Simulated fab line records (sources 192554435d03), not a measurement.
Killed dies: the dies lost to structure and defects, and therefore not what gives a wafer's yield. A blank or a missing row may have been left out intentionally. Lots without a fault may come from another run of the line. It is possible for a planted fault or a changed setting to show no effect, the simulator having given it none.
Lot-split experiment || flow n5Finfet || 7 lots, 39 wafers read, on a route of 1938 steps

## THE SPLIT
At N5_FIN_SAQP_ETCH_52 (etches SOC in N2/H2, target depth 100 nm, overetch 20 nm, time 150 s), the setting sourceW was moved away from the recipe's 840 W on 12 of the 39 wafers read, by -17.5% to +15.3%. All remaining wafers had this setting at the recipe value.

The reading is taken at the split's own step.

## THE READING
rfVppV, in V, at N5_FIN_SAQP_ETCH_52 (etches SOC in N2/H2, target depth 100 nm, overetch 20 nm, time 150 s). On this fab line, fault-free wafers typically give 524.7 V with a standard deviation of 2.3 V.

{"wafer": "L075.2", "tool, chamber at the split": "rieDiel-03, 3", "sourceW as run, W": 840, "against the recipe": "recipe", "rfVppV, V": 524.2, "against lot-mates on the recipe": "-"}
{"wafer": "L075.3", "tool, chamber at the split": "rieDiel-03, 2", "sourceW as run, W": 840, "against the recipe": "recipe", "rfVppV, V": 525.0, "against lot-mates on the recipe": "-"}
{"wafer": "L075.4", "tool, chamber at the split": "rieDiel-03, 0", "sourceW as run, W": 840, "against the recipe": "recipe", "rfVppV, V": 526.0, "against lot-mates on the recipe": "-"}
{"wafer": "L078.1", "tool, chamber at the split": "rieDiel-03, 0", "sourceW as run, W": 968.3, "against the recipe": "+15.3%", "rfVppV, V": 503.0, "against lot-mates on the recipe": -23.3}
{"wafer": "L078.2", "tool, chamber at the split": "rieDiel-03, 1", "sourceW as run, W": 840, "against the recipe": "recipe", "rfVppV, V": 526.2, "against lot-mates on the recipe": "-"}
{"wafer": "L078.3", "tool, chamber at the split": "rieDiel-03, 2", "sourceW as run, W": 840, "against the recipe": "recipe", "rfVppV, V": 525.8, "against lot-mates on the recipe": "-"}
{"wafer": "L078.4", "tool, chamber at the split": "rieDiel-03, 3", "sourceW as run, W": 968.3, "against the recipe": "+15.3%", "rfVppV, V": 499.4, "against lot-mates on the recipe": -26.9}
{"wafer": "L078.5", "tool, chamber at the split": "rieDiel-03, 1", "sourceW as run, W": 840, "against the recipe": "recipe", "rfVppV, V": 526.9, "against lot-mates on the recipe": "-"}
{"wafer": "L078.6", "tool, chamber at the split": "rieDiel-03, 0", "sourceW as run, W": 968.3, "against the recipe": "+15.3%", "rfVppV, V": 501.9, "against lot-mates on the recipe": -24.4}
{"wafer": "L080.1", "tool, chamber at the split": "rieDiel-03, 2", "sourceW as run, W": 840, "against the recipe": "recipe", "rfVppV, V": 527.0, "against lot-mates on the recipe": "-"}
{"wafer": "L080.2", "tool, chamber at the split": "rieDiel-03, 0", "sourceW as run, W": 840, "against the recipe": "recipe", "rfVppV, V": 526.1, "against lot-mates on the recipe": "-"}
{"wafer": "L080.3", "tool, chamber at the split": "rieDiel-03, 3", "sourceW as run, W": 840, "against the recipe": "recipe", "rfVppV, V": 524.3, "against lot-mates on the recipe": "-"}
{"wafer": "L080.4", "tool, chamber at the split": "rieDiel-03, 1", "sourceW as run, W": 840, "against the recipe": "recipe", "rfVppV, V": 527.8, "against lot-mates on the recipe": "-"}
{"wafer": "L080.5", "tool, chamber at the split": "rieDiel-03, 2", "sourceW as run, W": 840, "against the recipe": "recipe", "rfVppV, V": 524.9, "against lot-mates on the recipe": "-"}
{"wafer": "L080.6", "tool, chamber at the split": "rieDiel-03, 1", "sourceW as run, W": 840, "against the recipe": "recipe", "rfVppV, V": 525.9, "against lot-mates on the recipe": "-"}
{"wafer": "L087.1", "tool, chamber at the split": "rieDiel-06, 3", "sourceW as run, W": 840, "against the recipe": "recipe", "rfVppV, V": 523.7, "against lot-mates on the recipe": "-"}
{"wafer": "L087.2", "tool, chamber at the split": "rieDiel-06, 0", "sourceW as run, W": 889.8, "against the recipe": "+5.9%", "rfVppV, V": 518.5, "against lot-mates on the recipe": -4.4}
{"wafer": "L087.3", "tool, chamber at the split": "rieDiel-06, 2", "sourceW as run, W": 889.8, "against the recipe": "+5.9%", "rfVppV, V": 513.5, "against lot-mates on the recipe": -9.4}
{"wafer": "L087.4", "tool, chamber at the split": "rieDiel-06, 0", "sourceW as run, W": 889.8, "against the recipe": "+5.9%", "rfVppV, V": 520.0, "against lot-mates on the recipe": -2.9}
{"wafer": "L087.5", "tool, chamber at the split": "rieDiel-06, 3", "sourceW as run, W": 840, "against the recipe": "recipe", "rfVppV, V": 522.8, "against lot-mates on the recipe": "-"}
{"wafer": "L087.6", "tool, chamber at the split": "rieDiel-06, 2", "sourceW as run, W": 840, "against the recipe": "recipe", "rfVppV, V": 522.1, "against lot-mates on the recipe": "-"}
{"wafer": "L092.1", "tool, chamber at the split": "rieDiel-06, 3", "sourceW as run, W": 840, "against the recipe": "recipe", "rfVppV, V": 523.4, "against lot-mates on the recipe": "-"}
{"wafer": "L092.2", "tool, chamber at the split": "rieDiel-06, 1", "sourceW as run, W": 840, "against the recipe": "recipe", "rfVppV, V": 525.5, "against lot-mates on the recipe": "-"}
{"wafer": "L092.3", "tool, chamber at the split": "rieDiel-06, 2", "sourceW as run, W": 840, "against the recipe": "recipe", "rfVppV, V": 522.1, "against lot-mates on the recipe": "-"}
{"wafer": "L092.4", "tool, chamber at the split": "rieDiel-06, 0", "sourceW as run, W": 840, "against the recipe": "recipe", "rfVppV, V": 529.7, "against lot-mates on the recipe": "-"}
{"wafer": "L092.5", "tool, chamber at the split": "rieDiel-06, 1", "sourceW as run, W": 840, "against the recipe": "recipe", "rfVppV, V": 526.6, "against lot-mates on the recipe": "-"}
{"wafer": "L092.6", "tool, chamber at the split": "rieDiel-06, 2", "sourceW as run, W": 840, "against the recipe": "recipe", "rfVppV, V": 521.8, "against lot-mates on the recipe": "-"}
{"wafer": "L093.1", "tool, chamber at the split": "rieDiel-04, 1", "sourceW as run, W": 840, "against the recipe": "recipe", "rfVppV, V": 525.2, "against lot-mates on the recipe": "-"}
{"wafer": "L093.2", "tool, chamber at the split": "rieDiel-04, 3", "sourceW as run, W": 692.8, "against the recipe": "-17.5%", "rfVppV, V": 562.0, "against lot-mates on the recipe": "+37.8"}
{"wafer": "L093.3", "tool, chamber at the split": "rieDiel-04, 2", "sourceW as run, W": 692.8, "against the recipe": "-17.5%", "rfVppV, V": 556.7, "against lot-mates on the recipe": "+32.5"}
{"wafer": "L093.4", "tool, chamber at the split": "rieDiel-04, 0", "sourceW as run, W": 692.8, "against the recipe": "-17.5%", "rfVppV, V": 556.3, "against lot-mates on the recipe": "+32.1"}
{"wafer": "L093.5", "tool, chamber at the split": "rieDiel-04, 0", "sourceW as run, W": 840, "against the recipe": "recipe", "rfVppV, V": 520.4, "against lot-mates on the recipe": "-"}
{"wafer": "L093.6", "tool, chamber at the split": "rieDiel-04, 3", "sourceW as run, W": 840, "against the recipe": "recipe", "rfVppV, V": 526.9, "against lot-mates on the recipe": "-"}
{"wafer": "L094.1", "tool, chamber at the split": "rieDiel-03, 3", "sourceW as run, W": 840, "against the recipe": "recipe", "rfVppV, V": 523.0, "against lot-mates on the recipe": "-"}
{"wafer": "L094.2", "tool, chamber at the split": "rieDiel-03, 1", "sourceW as run, W": 840, "against the recipe": "recipe", "rfVppV, V": 528.1, "against lot-mates on the recipe": "-"}
{"wafer": "L094.3", "tool, chamber at the split": "rieDiel-03, 0", "sourceW as run, W": 948.7, "against the recipe": "+12.9%", "rfVppV, V": 504.2, "against lot-mates on the recipe": -22.0}
{"wafer": "L094.4", "tool, chamber at the split": "rieDiel-03, 3", "sourceW as run, W": 948.7, "against the recipe": "+12.9%", "rfVppV, V": 502.7, "against lot-mates on the recipe": -23.5}
{"wafer": "L094.5", "tool, chamber at the split": "rieDiel-03, 1", "sourceW as run, W": 840, "against the recipe": "recipe", "rfVppV, V": 527.5, "against lot-mates on the recipe": "-"}
{"wafer": "L094.6", "tool, chamber at the split": "rieDiel-03, 0", "sourceW as run, W": 948.7, "against the recipe": "+12.9%", "rfVppV, V": 505.2, "against lot-mates on the recipe": -21.0}

FIT RESULTS
A straight line over all 39 wafers: rfVppV changes by -1.72 V for each +1% of sourceW; r = -0.98; the points scatter about the line by 2.5 V.
The same after taking each lot's own level away (the mean of its wafers on the recipe; 39 wafers): -1.77 V for each +1%; r = -0.98; scatter 2.6 V.
That fit puts the effect of the largest move of sourceW on the reading at 31 V.
The span of the lots' own levels, 522.87 to 526.30 V, comes to 1.5 times the standard deviation stated above.
Hence the lot-to-lot level has little effect on the slope; both slopes agree.
Check: +30.4 V against its lot-mates is what the line predicts for one of the wafers moved furthest among these (-17.5%) when that wafer is left out of the fit. It came out at +37.8 V against them.
Tool readings at the split's step, against how far the setting was moved: rfVppV r = -0.98.

## OTHER SPLITS ON THESE WAFERS
Note: prior to the reading, these wafers also went through further splits. Each is held against what the fit with the lots' levels taken away leaves over:
{"other split on the same wafers": "N5_FIN_SAQP_HM_DEP_72 targetThkA", "wafers away from the commonest value": 9, "r with rfVppV (lot level and that fit taken away)": "+0.19"}

## THE FILE'S OWN FIT
rfVppV changes by -1.75 V for each +1% of sourceW, r = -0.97.
